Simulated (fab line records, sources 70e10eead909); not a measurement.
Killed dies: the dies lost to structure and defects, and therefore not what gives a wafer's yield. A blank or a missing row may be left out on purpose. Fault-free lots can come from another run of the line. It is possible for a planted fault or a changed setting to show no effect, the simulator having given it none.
Which tool was responsible? / flow nand_harc / 7 lots, 21 wafers sampled, at 4 steps of a route of 1302

WHAT EACH GAUGE READ, for each wafer
NHARC_END_SORT_01.
lot=L842; measured=day 31 13:04; on=prober-01; killed_at_array=55 48 45
lot=L844; measured=day 32 21:43; on=prober-02; killed_at_array=43 40 36

EACH LOT AND THE TOOL THAT RAN IT (in order: tool; ch and the chambers of the sampled wafers; start)
lot=L825; NHARC_P_CONTACT_ALD_22=ald_metal-02 ch 0,1, day 6 10:12; NHARC_THIN_TSV_CMP_01=cmp-04 ch 0,1,2, day 24 01:55; NHARC_THIN_TSV_ETCHBACK_48=rie_diel-02 ch 2,3, day 24 05:42
lot=L828; NHARC_P_CONTACT_ALD_22=ald_metal-02 ch 0,1,3, day 7 10:32; NHARC_THIN_TSV_CMP_01=cmp-03 ch 0,1, day 24 19:36; NHARC_THIN_TSV_ETCHBACK_48=rie_diel-12 ch 0,3, day 24 23:09
lot=L830; NHARC_P_CONTACT_ALD_22=ald_metal-04 ch 0,2,3, day 8 04:22; NHARC_THIN_TSV_CMP_01=cmp-03 ch 2,3, day 27 04:13; NHARC_THIN_TSV_ETCHBACK_48=rie_diel-12 ch 0,2, day 27 07:49
lot=L834; NHARC_P_CONTACT_ALD_22=ald_metal-02 ch 0,1,2, day 10 10:58; NHARC_THIN_TSV_CMP_01=cmp-02 ch 0,1,2, day 28 05:51; NHARC_THIN_TSV_ETCHBACK_48=rie_diel-02 ch 0,2,3, day 28 09:19
lot=L842; NHARC_P_CONTACT_ALD_22=ald_metal-02 ch 0,1, day 13 12:19; NHARC_THIN_TSV_CMP_01=cmp-02 ch 1,2, day 30 20:37; NHARC_THIN_TSV_ETCHBACK_48=rie_diel-02 ch 0,1,3, day 31 00:20
lot=L844; NHARC_P_CONTACT_ALD_22=ald_metal-02 ch 0,2,3, day 14 10:58; NHARC_THIN_TSV_CMP_01=cmp-02 ch 0,2, day 32 02:27; NHARC_THIN_TSV_ETCHBACK_48=rie_diel-10 ch 0,2,3, day 32 05:57
lot=L847; NHARC_P_CONTACT_ALD_22=ald_metal-03 ch 0,2,3, day 15 10:35; NHARC_THIN_TSV_CMP_01=cmp-03 ch 0,2,3, day 33 02:28; NHARC_THIN_TSV_ETCHBACK_48=rie_diel-02 ch 0,1,2, day 33 06:07
- NHARC_P_CONTACT_ALD_22: deposits TiN, target thk 3 nm, pulse time 1 s, ald cycles 150.
- NHARC_THIN_TSV_CMP_01: polishes.
- NHARC_THIN_TSV_ETCHBACK_48: etches the open film in C4F8/Ar, target depth 1028.5 nm, time 405.17 s.

THE ANSWER, worked out from the rows above alone
Rule: usual is defined by the lots themselves. Put in order of their means at a reading, lots are off if they are a third of the lots or fewer, leave a main group of 4 or more, and stand apart from it by a gap of 3 or more times the standard deviation of the main group's means; of several such gaps the widest counts. The tables above print the reading to a certain number of digits; a main group whose means all agree to those digits is not used. A lot without any number at a reading at which 4 lots or more have one is off too. The other lots that the step has rows for count as sound.
None of the lots is off at any reading shown; this tells nothing.

WHAT THE SIMULATOR PUT IN
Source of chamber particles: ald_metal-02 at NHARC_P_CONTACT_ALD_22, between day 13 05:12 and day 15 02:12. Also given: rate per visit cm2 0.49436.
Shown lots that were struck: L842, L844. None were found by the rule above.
